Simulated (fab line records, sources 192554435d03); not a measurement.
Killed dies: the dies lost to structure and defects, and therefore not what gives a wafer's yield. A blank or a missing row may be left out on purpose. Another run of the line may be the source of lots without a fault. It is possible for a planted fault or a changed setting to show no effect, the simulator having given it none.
fab line records -- flow n5-finfet
record lots=24, wafers=72, last-day=17
route steps=1938 shown BEOL_M14@1731 BEOL_M15@1783
lots that met no fault: from a run of the same line without faults
start-h: start of the lot's first displayed wafer, in hours after the record's first day -- wait-h: hours from the lot's prior step to this one -- " identical to the entry in the row above -- L1.1+2: one row covering several wafers at once -- - value missing, or start not given -- * or withheld: withheld -- < > ~ a bound
route shown NAME@n: names a module that has steps shown in the file, with the first one's number in the route -- usual: mean/standard deviation taken from wafers without a fault -- same: alike in all rows -- chamber/n: place in a boat -- sites: per-site readings -- _std_site: how widely they spread, as a standard deviation -- _edge_site: the outer-site mean with the inner-site mean subtracted -- radius-mm: how far each site lies from the wafer's centre -- mask NAME#n: copy n -- behind: the most recent tool/chamber to have shaped the wafer -- hold: reason for holding the lot/hours on hold/outcome of the hold -- device: which transistor (n, p or np) failed to switch -- end of line: tests run on the same wafers once the route is complete -- step lacking rows: just its recipe -- killed: not the wafer's yield, but the dies lost to structure and defects at the first sort -- map: a wafer's dies, x killed, . not, _ none there
set.NAME: the run value of the setting; set.NAME@STEP: its run value at that earlier step -- model.NAME: the simulator's own value behind a step, which no gauge read
the route's steps for a sample of lots (tables are steps, rows are wafers)
services: when a tool's chamber went out of use (start-h, in hours from the record's first day, below 0 if earlier), for how many hours, and the reason
## steps
# step N5_BEOL_M14_VIA_ETCH_16
# recipe chemistry=C4F8/O2/Ar, target=SiO2, he-inner-torr=15, he-outer-torr=30, target-depth-a=12313, time-s=withheld, ion-energy-ev=800, pressure-mtorr=20, source-w=1905, bias-w=2040, Ar_flow_sccm=400, C4F8_flow_sccm=16, O2_flow_sccm=12, ends=cleared
# usual C4F8_flow_sccm=16.00/0.047, drypump-motor-current-A=5.7/0.49, oes-product-au=0.73/0.063, rf-vpp-V=2232/21, showerhead-plenum-p-Torr=3.47/0.13, throttle-valve-pct=30.77/0.27
lot.wafer,tool,chamber,start-h,wait-h,C4F8_flow_sccm,drypump-motor-current-A,oes-product-au,rf-vpp-V,showerhead-plenum-p-Torr,throttle-valve-pct
L075.3,rie-diel-04,1,254.48,0.0,15.92,5.9,0.71,2229,3.33,30.95
L075.4,rie-diel-04,3,254.48,0.0,15.99,5.0,0.74,2199,3.45,30.83
L075.6,rie-diel-04,0,254.48,0.0,16.07,5.0,0.62,2206,3.25,30.77
L077.4,rie-diel-02,1,255.22,0.0,16.02,6.0,0.63,2208,3.28,30.94
L077.5,rie-diel-02,1,255.22,0.0,16.01,5.9,0.63,2209,3.28,30.94
L077.6,rie-diel-02,0,255.22,0.0,15.99,6.8,0.85,2270,3.65,30.28
L074.1,rie-diel-05,2,255.47,0.0,15.97,5.9,0.80,2231,3.38,30.68
L074.4,rie-diel-05,3,255.47,0.0,15.93,5.7,0.75,2222,3.34,31.03
L074.5,rie-diel-05,0,255.47,0.0,16.04,5.7,0.68,2246,3.57,30.99
L076.3,rie-diel-04,3,262.36,0.0,16.01,5.0,0.73,2197,3.45,30.83
L076.4,rie-diel-04,1,262.36,0.0,16.02,5.9,0.71,2230,3.33,30.93
L076.6,rie-diel-04,0,262.36,0.0,16.03,5.0,0.63,2207,3.25,30.77
L078.2,rie-diel-05,3,265.65,0.0,16.01,5.7,0.75,2220,3.34,31.05
L078.4,rie-diel-05,2,265.65,0.0,16.00,5.8,0.80,2231,3.37,30.67
L078.5,rie-diel-05,2,265.65,0.0,15.98,5.8,0.79,2231,3.37,30.67
L081.1,rie-diel-02,2,270.65,0.0,16.02,5.6,0.77,2247,3.62,31.08
L081.3,rie-diel-02,0,270.65,0.0,15.99,6.8,0.83,2270,3.64,30.29
L081.6,rie-diel-02,1,270.65,0.0,16.04,5.9,0.62,2206,3.28,30.94
L080.1,rie-diel-05,2,273.82,0.0,16.00,5.8,0.79,2231,3.37,30.66
L080.4,rie-diel-05,0,273.82,0.0,16.03,5.7,0.68,2247,3.57,30.99
L080.6,rie-diel-05,3,273.82,0.0,15.97,5.6,0.75,2221,3.34,31.06
L079.2,rie-diel-05,0,279.75,0.0,15.94,5.7,0.67,2247,3.57,30.99
L079.3,rie-diel-05,3,279.75,0.0,15.92,5.6,0.74,2219,3.34,31.07
L079.5,rie-diel-05,0,279.75,0.0,15.96,5.7,0.67,2247,3.57,31.00
L082.2,rie-diel-02,3,282.92,0.0,15.93,5.3,0.70,2248,3.47,30.91
L082.3,rie-diel-02,2,282.92,0.0,16.03,5.6,0.77,2247,3.62,31.09
L082.5,rie-diel-02,1,282.92,0.0,15.96,6.0,0.63,2207,3.27,30.94
L083.1,rie-diel-04,2,294.78,0.0,16.06,6.0,0.77,2227,3.46,30.47
L083.4,rie-diel-04,3,294.78,0.0,16.06,5.0,0.73,2196,3.45,30.85
L083.5,rie-diel-04,1,294.78,0.0,15.96,5.9,0.70,2230,3.32,30.96
L085.2,rie-diel-02,3,307.30,0.0,15.92,5.3,0.69,2246,3.46,30.94
L085.3,rie-diel-02,2,307.30,0.0,16.04,5.6,0.76,2247,3.61,31.08
L085.4,rie-diel-02,1,307.30,0.0,15.95,6.0,0.62,2205,3.27,30.95
L084.2,rie-diel-04,0,310.50,0.0,16.02,5.0,0.86,2244,3.64,30.56
L084.4,rie-diel-04,0,310.50,0.0,15.94,5.0,0.86,2243,3.64,30.56
L084.6,rie-diel-04,2,310.50,0.0,15.97,6.0,0.75,2229,3.45,30.48
L086.1,rie-diel-02,1,310.75,0.0,15.95,5.9,0.62,2207,3.27,30.95
L086.3,rie-diel-02,3,310.75,0.0,16.02,5.3,0.70,2245,3.46,30.91
L086.5,rie-diel-02,2,310.75,0.0,15.90,5.6,0.76,2246,3.61,31.07
L088.1,rie-diel-02,0,314.80,0.0,15.96,6.8,0.81,2270,3.63,30.31
L088.2,rie-diel-02,2,314.80,0.0,16.04,5.6,0.75,2247,3.61,31.10
L088.5,rie-diel-02,1,314.80,0.0,16.10,5.9,0.62,2204,3.27,30.97
L087.2,rie-diel-05,3,321.79,0.0,16.04,5.7,0.73,2220,3.33,31.09
L087.4,rie-diel-05,0,321.79,0.0,16.01,5.7,0.66,2245,3.56,31.03
L087.5,rie-diel-05,1,321.79,0.0,15.98,5.9,0.70,2215,3.44,30.42
L089.3,rie-diel-02,3,328.58,0.0,16.02,5.3,0.70,2245,3.46,30.93
L089.4,rie-diel-02,1,328.58,0.0,15.99,5.9,0.61,2207,3.26,30.96
L089.5,rie-diel-02,1,328.58,0.0,15.92,5.9,0.61,2205,3.27,30.97
L090.3,rie-diel-04,1,337.60,0.0,16.04,5.8,0.69,2229,3.31,30.95
L090.4,rie-diel-04,2,337.60,0.0,16.01,6.0,0.72,2227,3.45,30.47
L090.5,rie-diel-04,3,337.60,0.0,16.01,5.0,0.70,2194,3.44,30.86
L091.1,rie-diel-04,2,338.20,0.0,16.03,6.0,0.74,2226,3.45,30.48
L091.2,rie-diel-04,1,338.20,0.0,16.02,5.9,0.68,2227,3.31,30.97
L091.4,rie-diel-04,3,338.20,0.0,15.98,5.0,0.71,2197,3.44,30.88
L092.2,rie-diel-02,2,347.26,0.0,16.05,5.6,0.75,2247,3.60,31.12
L092.4,rie-diel-02,2,347.26,0.0,16.09,5.6,0.75,2246,3.60,31.09
L092.5,rie-diel-02,0,347.26,0.0,16.11,6.8,0.79,2271,3.63,30.32
L093.1,rie-diel-05,2,355.37,0.0,15.97,5.8,0.75,2230,3.36,30.69
L093.4,rie-diel-05,3,355.37,0.0,15.95,5.7,0.71,2219,3.32,31.11
L093.5,rie-diel-05,3,355.37,0.0,15.97,5.7,0.72,2219,3.32,31.09
L094.1,rie-diel-05,1,364.41,0.0,15.92,5.9,0.69,2214,3.44,30.42
L094.2,rie-diel-05,3,364.41,0.0,16.00,5.7,0.71,2218,3.32,31.11
L094.3,rie-diel-05,2,364.41,0.0,16.04,5.8,0.75,2231,3.36,30.70
L095.2,rie-diel-02,3,378.87,0.0,15.97,5.3,0.67,2247,3.45,30.95
L095.4,rie-diel-02,2,378.87,0.0,15.95,5.6,0.73,2244,3.60,31.12
L095.6,rie-diel-02,0,378.87,0.0,16.05,6.8,0.77,2268,3.62,30.32
L096.3,rie-diel-04,2,379.53,0.0,16.05,6.0,0.73,2226,3.44,30.51
L096.4,rie-diel-04,0,379.53,0.0,16.03,5.1,0.80,2242,3.63,30.59
L096.5,rie-diel-04,2,379.53,0.0,16.03,6.0,0.73,2227,3.44,30.50
L097.4,rie-diel-02,3,383.84,0.0,15.98,5.3,0.67,2246,3.45,30.96
L097.5,rie-diel-02,0,383.84,0.0,16.01,6.8,0.78,2270,3.62,30.32
L097.6,rie-diel-02,3,383.84,0.0,16.01,5.3,0.67,2246,3.45,30.92
# step N5_BEOL_M14_CD_MEAS_17
# recipe target-cd-nm=250, polarity=opening
# usual cd-nm=251.1/1.7
lot.wafer,tool,chamber,start-h,wait-h,cd-nm
L075.3,cd-sem-02,-,254.83,0.0,249.7
L075.4,cd-sem-02,-,254.83,0.0,249.8
L075.6,cd-sem-02,-,254.83,0.0,248.2
L077.4,cd-sem-01,-,255.57,0.0,250.2
L077.5,cd-sem-01,-,255.57,0.0,252.9
L077.6,cd-sem-01,-,255.57,0.0,251.6
L074.1,cd-sem-02,-,255.82,0.0,249.3
L074.4,cd-sem-02,-,255.82,0.0,249.1
L074.5,cd-sem-02,-,255.82,0.0,251.0
L076.3,cd-sem-03,-,262.71,0.0,249.5
L076.4,cd-sem-03,-,262.71,0.0,250.5
L076.6,cd-sem-03,-,262.71,0.0,249.6
L078.2,cd-sem-01,-,266.00,0.0,250.1
L078.4,cd-sem-01,-,266.00,0.0,252.3
L078.5,cd-sem-01,-,266.00,0.0,254.6
L081.1,cd-sem-01,-,271.00,0.0,251.7
L081.3,cd-sem-01,-,271.00,0.0,249.9
L081.6,cd-sem-01,-,271.00,0.0,251.6
L080.1,cd-sem-01,-,274.17,0.0,251.5
L080.4,cd-sem-01,-,274.17,0.0,251.5
L080.6,cd-sem-01,-,274.17,0.0,247.8
L079.2,cd-sem-03,-,280.10,0.0,249.8
L079.3,cd-sem-03,-,280.10,0.0,247.8
L079.5,cd-sem-03,-,280.10,0.0,248.4
L082.2,cd-sem-01,-,283.27,0.0,250.5
L082.3,cd-sem-01,-,283.27,0.0,251.2
L082.5,cd-sem-01,-,283.27,0.0,249.9
L083.1,cd-sem-03,-,295.13,0.0,254.5
L083.4,cd-sem-03,-,295.13,0.0,251.1
L083.5,cd-sem-03,-,295.13,0.0,253.7
L085.2,cd-sem-02,-,307.66,0.0,252.8
L085.3,cd-sem-02,-,307.66,0.0,250.2
L085.4,cd-sem-02,-,307.66,0.0,254.2
L084.2,cd-sem-03,-,310.85,0.0,253.1
L084.4,cd-sem-03,-,310.85,0.0,252.1
L084.6,cd-sem-03,-,310.85,0.0,253.0
L086.1,cd-sem-03,-,311.10,0.0,251.6
L086.3,cd-sem-03,-,311.10,0.0,253.2
L086.5,cd-sem-03,-,311.10,0.0,251.5
L088.1,cd-sem-03,-,315.15,0.0,251.2
L088.2,cd-sem-03,-,315.15,0.0,252.4
L088.5,cd-sem-03,-,315.15,0.0,251.6
L087.2,cd-sem-03,-,322.14,0.0,248.6
L087.4,cd-sem-03,-,322.14,0.0,250.4
L087.5,cd-sem-03,-,322.14,0.0,250.7
L089.3,cd-sem-01,-,328.93,0.0,252.8
L089.4,cd-sem-01,-,328.93,0.0,251.5
L089.5,cd-sem-01,-,328.93,0.0,249.6
L090.3,cd-sem-03,-,337.95,0.0,249.7
L090.4,cd-sem-03,-,337.95,0.0,250.1
L090.5,cd-sem-03,-,337.95,0.0,250.7
L091.1,cd-sem-01,-,338.55,0.0,247.4
L091.2,cd-sem-01,-,338.55,0.0,251.9
L091.4,cd-sem-01,-,338.55,0.0,251.1
L092.2,cd-sem-03,-,347.64,0.0,251.5
L092.4,cd-sem-03,-,347.64,0.0,251.5
L092.5,cd-sem-03,-,347.64,0.0,251.1
L093.1,cd-sem-01,-,355.72,0.0,249.9
L093.4,cd-sem-01,-,355.72,0.0,251.2
L093.5,cd-sem-01,-,355.72,0.0,250.3
L094.1,cd-sem-01,-,364.75,0.0,248.9
L094.2,cd-sem-01,-,364.75,0.0,250.0
L094.3,cd-sem-01,-,364.75,0.0,249.3
L095.2,cd-sem-02,-,379.22,0.0,253.0
L095.4,cd-sem-02,-,379.22,0.0,253.8
L095.6,cd-sem-02,-,379.22,0.0,253.0
L096.3,cd-sem-01,-,379.88,0.0,250.1
L096.4,cd-sem-01,-,379.88,0.0,252.1
L096.5,cd-sem-01,-,379.88,0.0,252.2
L097.4,cd-sem-01,-,384.19,0.0,253.1
L097.5,cd-sem-01,-,384.19,0.0,252.7
L097.6,cd-sem-01,-,384.19,0.0,252.6
# step N5_BEOL_M14_INSPECT_30
# recipe mode=adi, inspect-instrument=macro
# usual raw-defect-count=2.0/1.5
lot.wafer,tool,chamber,start-h,wait-h,raw-defect-count
L075.3,defect-inspect-02,-,255.21,0.0,0
L075.4,defect-inspect-02,-,255.21,0.0,2
L075.6,defect-inspect-02,-,255.21,0.0,2
L077.4,defect-inspect-01,-,255.95,0.0,0
L077.5,defect-inspect-01,-,255.95,0.0,0
L077.6,defect-inspect-01,-,255.95,0.0,4
L074.1,defect-inspect-02,-,256.32,0.0,1
L074.4,defect-inspect-02,-,256.32,0.0,3
L074.5,defect-inspect-02,-,256.32,0.0,0
L076.3,defect-inspect-02,-,263.09,0.0,0
L076.4,defect-inspect-02,-,263.09,0.0,1
L076.6,defect-inspect-02,-,263.09,0.0,1
L078.2,defect-inspect-01,-,266.39,0.0,0
L078.4,defect-inspect-01,-,266.39,0.0,3
L078.5,defect-inspect-01,-,266.39,0.0,1
L081.1,defect-inspect-01,-,271.38,0.0,4
L081.3,defect-inspect-01,-,271.38,0.0,5
L081.6,defect-inspect-01,-,271.38,0.0,5
L080.1,defect-inspect-02,-,274.55,0.0,4
L080.4,defect-inspect-02,-,274.55,0.0,1
L080.6,defect-inspect-02,-,274.55,0.0,1
L079.2,defect-inspect-02,-,280.60,0.0,2
L079.3,defect-inspect-02,-,280.60,0.0,2
L079.5,defect-inspect-02,-,280.60,0.0,0
L082.2,defect-inspect-01,-,283.78,0.0,1
L082.3,defect-inspect-01,-,283.78,0.0,2
L082.5,defect-inspect-01,-,283.78,0.0,1
L083.1,defect-inspect-02,-,295.51,0.0,2
L083.4,defect-inspect-02,-,295.51,0.0,0
L083.5,defect-inspect-02,-,295.51,0.0,3
L085.2,defect-inspect-02,-,308.17,0.0,1
L085.3,defect-inspect-02,-,308.17,0.0,1
L085.4,defect-inspect-02,-,308.17,0.0,1
L084.2,defect-inspect-01,-,311.23,0.0,1
L084.4,defect-inspect-01,-,311.23,0.0,2
L084.6,defect-inspect-01,-,311.23,0.0,1
L086.1,defect-inspect-02,-,311.60,0.0,3
L086.3,defect-inspect-02,-,311.60,0.0,1
L086.5,defect-inspect-02,-,311.60,0.0,1
L088.1,defect-inspect-02,-,315.53,0.0,1
L088.2,defect-inspect-02,-,315.53,0.0,0
L088.5,defect-inspect-02,-,315.53,0.0,1
L087.2,defect-inspect-02,-,322.52,0.0,3
L087.4,defect-inspect-02,-,322.52,0.0,2
L087.5,defect-inspect-02,-,322.52,0.0,1
L089.3,defect-inspect-01,-,329.43,0.0,3
L089.4,defect-inspect-01,-,329.43,0.0,2
L089.5,defect-inspect-01,-,329.43,0.0,7
L090.3,defect-inspect-02,-,338.35,0.0,4
L090.4,defect-inspect-02,-,338.35,0.0,3
L090.5,defect-inspect-02,-,338.35,0.0,1
L091.1,defect-inspect-02,-,339.06,0.0,4
L091.2,defect-inspect-02,-,339.06,0.0,2
L091.4,defect-inspect-02,-,339.06,0.0,1
L092.2,defect-inspect-01,-,348.15,0.0,4
L092.4,defect-inspect-01,-,348.15,0.0,4
L092.5,defect-inspect-01,-,348.15,0.0,4
L093.1,defect-inspect-02,-,356.10,0.0,0
L093.4,defect-inspect-02,-,356.10,0.0,3
L093.5,defect-inspect-02,-,356.10,0.0,1
L094.1,defect-inspect-01,-,365.26,0.0,3
L094.2,defect-inspect-01,-,365.26,0.0,0
L094.3,defect-inspect-01,-,365.26,0.0,1
L095.2,defect-inspect-01,-,379.73,0.0,1
L095.4,defect-inspect-01,-,379.73,0.0,2
L095.6,defect-inspect-01,-,379.73,0.0,1
L096.3,defect-inspect-02,-,380.39,0.0,2
L096.4,defect-inspect-02,-,380.39,0.0,3
L096.5,defect-inspect-02,-,380.39,0.0,2
L097.4,defect-inspect-02,-,384.70,0.0,1
L097.5,defect-inspect-02,-,384.70,0.0,1
L097.6,defect-inspect-02,-,384.70,0.0,3
# step N5_BEOL_M14_PRE_CLEAN_42
# recipe gas=H2/He, time-s=30, temp-c=300
# usual heater-power-w=513/47
lot.wafer,tool,chamber,start-h,wait-h,heater-power-w
L075.3,pvd-sputter-01,-,257.90,0.0,464
L075.4,pvd-sputter-01,-,257.90,0.0,561
L075.6,pvd-sputter-01,-,257.90,0.0,570
L077.4,pvd-sputter-03,-,260.85,0.0,499
L077.5,pvd-sputter-03,-,260.85,0.0,557
L077.6,pvd-sputter-03,-,260.85,0.0,482
L074.1,pvd-sputter-03,-,262.19,0.0,556
L074.4,pvd-sputter-03,-,262.19,0.0,498
L074.5,pvd-sputter-03,-,262.19,0.0,506
L076.3,pvd-sputter-02,-,264.15,0.0,609
L076.4,pvd-sputter-02,-,264.15,0.0,496
L076.6,pvd-sputter-02,-,264.15,0.0,475
L078.2,pvd-sputter-03,-,268.03,0.0,580
L078.4,pvd-sputter-03,-,268.03,0.0,487
L078.5,pvd-sputter-03,-,268.03,0.0,562
L081.1,pvd-sputter-03,-,277.11,0.0,448
L081.3,pvd-sputter-03,-,277.11,0.0,489
L081.6,pvd-sputter-03,-,277.11,0.0,570
L080.1,pvd-sputter-02,-,280.55,0.0,526
L080.4,pvd-sputter-02,-,280.55,0.0,483
L080.6,pvd-sputter-02,-,280.55,0.0,480
L079.2,pvd-sputter-02,-,283.13,0.0,472
L079.3,pvd-sputter-02,-,283.13,0.0,617
L079.5,pvd-sputter-02,-,283.13,0.0,515
L082.2,pvd-sputter-03,-,286.62,0.0,490
L082.3,pvd-sputter-03,-,286.62,0.0,563
L082.5,pvd-sputter-03,-,286.62,0.0,450
L083.1,pvd-sputter-02,-,297.85,0.0,481
L083.4,pvd-sputter-02,-,297.85,0.0,519
L083.5,pvd-sputter-02,-,297.85,0.0,621
L085.2,pvd-sputter-03,-,311.05,0.0,459
L085.3,pvd-sputter-03,-,311.05,0.0,471
L085.4,pvd-sputter-03,-,311.05,0.0,487
L084.2,pvd-sputter-03,-,313.61,0.0,494
L084.4,pvd-sputter-03,-,313.61,0.0,492
L084.6,pvd-sputter-03,-,313.61,0.0,547
L086.1,pvd-sputter-01,-,314.63,0.0,473
L086.3,pvd-sputter-01,-,314.63,0.0,502
L086.5,pvd-sputter-01,-,314.63,0.0,577
L088.1,pvd-sputter-01,-,323.08,0.0,521
L088.2,pvd-sputter-01,-,323.08,0.0,461
L088.5,pvd-sputter-01,-,323.08,0.0,473
L087.2,pvd-sputter-02,-,325.31,0.0,494
L087.4,pvd-sputter-02,-,325.31,0.0,598
L087.5,pvd-sputter-02,-,325.31,0.0,518
L089.3,pvd-sputter-03,-,331.41,0.0,551
L089.4,pvd-sputter-03,-,331.41,0.0,488
L089.5,pvd-sputter-03,-,331.41,0.0,509
L090.3,pvd-sputter-02,-,340.46,0.0,487
L090.4,pvd-sputter-02,-,340.46,0.0,532
L090.5,pvd-sputter-02,-,340.46,0.0,496
L091.1,pvd-sputter-02,-,340.78,0.0,484
L091.2,pvd-sputter-02,-,340.78,0.0,596
L091.4,pvd-sputter-02,-,340.78,0.0,477
L092.2,pvd-sputter-03,-,349.80,0.0,557
L092.4,pvd-sputter-03,-,349.80,0.0,491
L092.5,pvd-sputter-03,-,349.80,0.0,494
L093.1,pvd-sputter-01,-,359.25,0.0,460
L093.4,pvd-sputter-01,-,359.25,0.0,456
L093.5,pvd-sputter-01,-,359.25,0.0,475
L094.1,pvd-sputter-01,-,367.03,0.0,509
L094.2,pvd-sputter-01,-,367.03,0.0,456
L094.3,pvd-sputter-01,-,367.03,0.0,466
L095.2,pvd-sputter-01,-,382.16,0.0,475
L095.4,pvd-sputter-01,-,382.16,0.0,580
L095.6,pvd-sputter-01,-,382.16,0.0,481
L096.3,pvd-sputter-02,-,382.19,0.0,504
L096.4,pvd-sputter-02,-,382.19,0.0,470
L096.5,pvd-sputter-02,-,382.19,0.0,485
L097.4,pvd-sputter-01,-,390.41,0.0,459
L097.5,pvd-sputter-01,-,390.41,0.0,516
L097.6,pvd-sputter-01,-,390.41,0.0,555
# step N5_BEOL_M14_INSPECT_55
# recipe inspect-instrument=darkfield, mode=post-dep
# usual raw-defect-count=73/25
lot.wafer,tool,chamber,start-h,wait-h,raw-defect-count
L075.3,defect-inspect-02,-,259.24,0.0,52
L075.4,defect-inspect-02,-,259.24,0.0,66
L075.6,defect-inspect-02,-,259.24,0.0,73
L077.4,defect-inspect-02,-,262.11,0.0,69
L077.5,defect-inspect-02,-,262.11,0.0,86
L077.6,defect-inspect-02,-,262.11,0.0,85
L074.1,defect-inspect-02,-,264.02,0.0,54
L074.4,defect-inspect-02,-,264.02,0.0,54
L074.5,defect-inspect-02,-,264.02,0.0,82
L076.3,defect-inspect-01,-,265.71,0.0,63
L076.4,defect-inspect-01,-,265.71,0.0,80
L076.6,defect-inspect-01,-,265.71,0.0,80
L078.2,defect-inspect-01,-,269.49,0.0,92
L078.4,defect-inspect-01,-,269.49,0.0,83
L078.5,defect-inspect-01,-,269.49,0.0,94
L081.1,defect-inspect-02,-,278.36,0.0,105
L081.3,defect-inspect-02,-,278.36,0.0,69
L081.6,defect-inspect-02,-,278.36,0.0,98
L080.1,defect-inspect-01,-,281.85,0.0,118
L080.4,defect-inspect-01,-,281.85,0.0,64
L080.6,defect-inspect-01,-,281.85,0.0,77
L079.2,defect-inspect-02,-,284.40,0.0,40
L079.3,defect-inspect-02,-,284.40,0.0,87
L079.5,defect-inspect-02,-,284.40,0.0,55
L082.2,defect-inspect-01,-,287.87,0.0,88
L082.3,defect-inspect-01,-,287.87,0.0,76
L082.5,defect-inspect-01,-,287.87,0.0,135
L083.1,defect-inspect-02,-,299.15,0.0,46
L083.4,defect-inspect-02,-,299.15,0.0,67
L083.5,defect-inspect-02,-,299.15,0.0,88
L085.2,defect-inspect-01,-,312.30,0.0,99
L085.3,defect-inspect-01,-,312.30,0.0,58
L085.4,defect-inspect-01,-,312.30,0.0,90
L084.2,defect-inspect-01,-,314.86,0.0,33
L084.4,defect-inspect-01,-,314.86,0.0,48
L084.6,defect-inspect-01,-,314.86,0.0,109
L086.1,defect-inspect-01,-,315.88,0.0,58
L086.3,defect-inspect-01,-,315.88,0.0,67
L086.5,defect-inspect-01,-,315.88,0.0,65
L088.1,defect-inspect-01,-,324.35,0.0,50
L088.2,defect-inspect-01,-,324.35,0.0,45
L088.5,defect-inspect-01,-,324.35,0.0,43
L087.2,defect-inspect-02,-,327.12,0.0,56
L087.4,defect-inspect-02,-,327.12,0.0,86
L087.5,defect-inspect-02,-,327.12,0.0,42
L089.3,defect-inspect-01,-,333.09,0.0,102
L089.4,defect-inspect-01,-,333.09,0.0,76
L089.5,defect-inspect-01,-,333.09,0.0,63
L090.3,defect-inspect-01,-,341.73,0.0,45
L090.4,defect-inspect-01,-,341.73,0.0,62
L090.5,defect-inspect-01,-,341.73,0.0,79
L091.1,defect-inspect-02,-,342.33,0.0,99
L091.2,defect-inspect-02,-,342.33,0.0,52
L091.4,defect-inspect-02,-,342.33,0.0,94
L092.2,defect-inspect-02,-,351.41,0.0,122
L092.4,defect-inspect-02,-,351.41,0.0,89
L092.5,defect-inspect-02,-,351.41,0.0,102
L093.1,defect-inspect-02,-,360.51,0.0,131
L093.4,defect-inspect-02,-,360.51,0.0,59
L093.5,defect-inspect-02,-,360.51,0.0,80
L094.1,defect-inspect-02,-,368.29,0.0,41
L094.2,defect-inspect-02,-,368.29,0.0,55
L094.3,defect-inspect-02,-,368.29,0.0,53
L095.2,defect-inspect-01,-,383.99,0.0,70
L095.4,defect-inspect-01,-,383.99,0.0,58
L095.6,defect-inspect-01,-,383.99,0.0,44
L096.3,defect-inspect-01,-,384.22,0.0,105
L096.4,defect-inspect-01,-,384.22,0.0,101
L096.5,defect-inspect-01,-,384.22,0.0,95
L097.4,defect-inspect-01,-,391.67,0.0,87
L097.5,defect-inspect-01,-,391.67,0.0,148
L097.6,defect-inspect-01,-,391.67,0.0,117
# step N5_BEOL_M15_CD_MEAS_10
# recipe target-cd-nm=360, landing-energy-ev=500, detector=se-inlens, polarity=opening
# usual cd-nm=360.1/1.3
lot.wafer,tool,chamber,start-h,wait-h,cd-nm
L075.3,cd-sem-03,0,259.84,-,360.7
L075.4,cd-sem-03,0,259.84,-,361.0
L075.6,cd-sem-03,0,259.84,-,360.2
L077.4,cd-sem-03,0,262.83,-,357.6
L077.5,cd-sem-03,0,262.83,-,358.6
L077.6,cd-sem-03,0,262.83,-,358.1
L074.1,cd-sem-01,0,264.73,-,359.8
L074.4,cd-sem-01,0,264.73,-,362.5
L074.5,cd-sem-01,0,264.73,-,359.9
L076.3,cd-sem-01,0,266.30,-,360.9
L076.4,cd-sem-01,0,266.30,-,361.0
L076.6,cd-sem-01,0,266.30,-,359.1
L078.2,cd-sem-02,0,270.21,-,359.1
L078.4,cd-sem-02,0,270.21,-,359.0
L078.5,cd-sem-02,0,270.21,-,359.6
L081.1,cd-sem-03,0,279.06,-,359.3
L081.3,cd-sem-03,0,279.06,-,360.8
L081.6,cd-sem-03,0,279.06,-,361.2
L080.1,cd-sem-01,0,282.44,-,358.1
L080.4,cd-sem-01,0,282.44,-,358.4
L080.6,cd-sem-01,0,282.44,-,357.7
L079.2,cd-sem-03,0,285.11,-,360.4
L079.3,cd-sem-03,0,285.11,-,361.3
L079.5,cd-sem-03,0,285.11,-,361.1
L082.2,cd-sem-02,0,288.59,-,361.9
L082.3,cd-sem-02,0,288.59,-,362.2
L082.5,cd-sem-02,0,288.59,-,360.7
L083.1,cd-sem-01,0,299.86,-,359.0
L083.4,cd-sem-01,0,299.86,-,358.8
L083.5,cd-sem-01,0,299.86,-,359.8
L085.2,cd-sem-03,0,312.89,-,359.6
L085.3,cd-sem-03,0,312.89,-,358.4
L085.4,cd-sem-03,0,312.89,-,359.9
L084.2,cd-sem-01,0,315.58,-,361.6
L084.4,cd-sem-01,0,315.58,-,362.1
L084.6,cd-sem-01,0,315.58,-,363.4
L086.1,cd-sem-02,0,316.47,-,361.6
L086.3,cd-sem-02,0,316.47,-,361.2
L086.5,cd-sem-02,0,316.47,-,360.0
L088.1,cd-sem-02,0,325.06,-,359.4
L088.2,cd-sem-02,0,325.06,-,358.3
L088.5,cd-sem-02,0,325.06,-,359.0
L087.2,cd-sem-01,0,327.83,-,359.2
L087.4,cd-sem-01,0,327.83,-,358.4
L087.5,cd-sem-01,0,327.83,-,359.4
L089.3,cd-sem-03,0,333.81,-,360.3
L089.4,cd-sem-03,0,333.81,-,360.1
L089.5,cd-sem-03,0,333.81,-,359.6
L090.3,cd-sem-02,0,342.46,-,362.8
L090.4,cd-sem-02,0,342.46,-,361.7
L090.5,cd-sem-02,0,342.46,-,362.2
L091.1,cd-sem-01,0,343.04,-,358.7
L091.2,cd-sem-01,0,343.04,-,360.3
L091.4,cd-sem-01,0,343.04,-,359.3
L092.2,cd-sem-02,0,352.00,-,361.3
L092.4,cd-sem-02,0,352.00,-,360.9
L092.5,cd-sem-02,0,352.00,-,359.2
L093.1,cd-sem-01,0,361.21,-,360.8
L093.4,cd-sem-01,0,361.21,-,360.5
L093.5,cd-sem-01,0,361.21,-,361.4
L094.1,cd-sem-02,0,369.00,-,362.0
L094.2,cd-sem-02,0,369.00,-,360.5
L094.3,cd-sem-02,0,369.00,-,360.1
L095.2,cd-sem-01,0,384.69,-,358.6
L095.4,cd-sem-01,0,384.69,-,360.4
L095.6,cd-sem-01,0,384.69,-,360.3
L096.3,cd-sem-02,0,384.92,-,361.5
L096.4,cd-sem-02,0,384.92,-,357.7
L096.5,cd-sem-02,0,384.92,-,359.6
L097.4,cd-sem-02,0,392.26,-,360.4
L097.5,cd-sem-02,0,392.26,-,361.8
L097.6,cd-sem-02,0,392.26,-,360.3
## services
tool,chamber,start-h,hours,kind
rie-diel-04,0,233.87,4.2,repair
rie-diel-04,2,248.81,4.0,repair
rie-diel-04,0,271.54,-,clean
rie-diel-04,0,271.54,-,consumable-replace:focus-ring
rie-diel-04,0,271.54,-,consumable-replace:showerhead
rie-diel-04,0,271.54,20.0,scheduled-down
rie-diel-04,0,271.54,20.0,vent-cycle
rie-diel-04,1,302.10,15.4,repair
rie-diel-02,1,334.44,8.8,repair
rie-diel-02,1,343.50,-,clean
rie-diel-02,1,343.50,-,consumable-replace:focus-ring
rie-diel-02,1,343.50,-,consumable-replace:showerhead
rie-diel-02,1,343.50,16.8,scheduled-down
rie-diel-02,1,343.50,16.8,vent-cycle
rie-diel-02,0,357.09,4.7,repair
pvd-sputter-01,-,363.97,1.3,repair
pvd-sputter-02,-,372.77,2.3,repair
rie-diel-05,-,378.36,0.1,repair
rie-diel-05,1,381.56,7.5,repair
## key
fault none
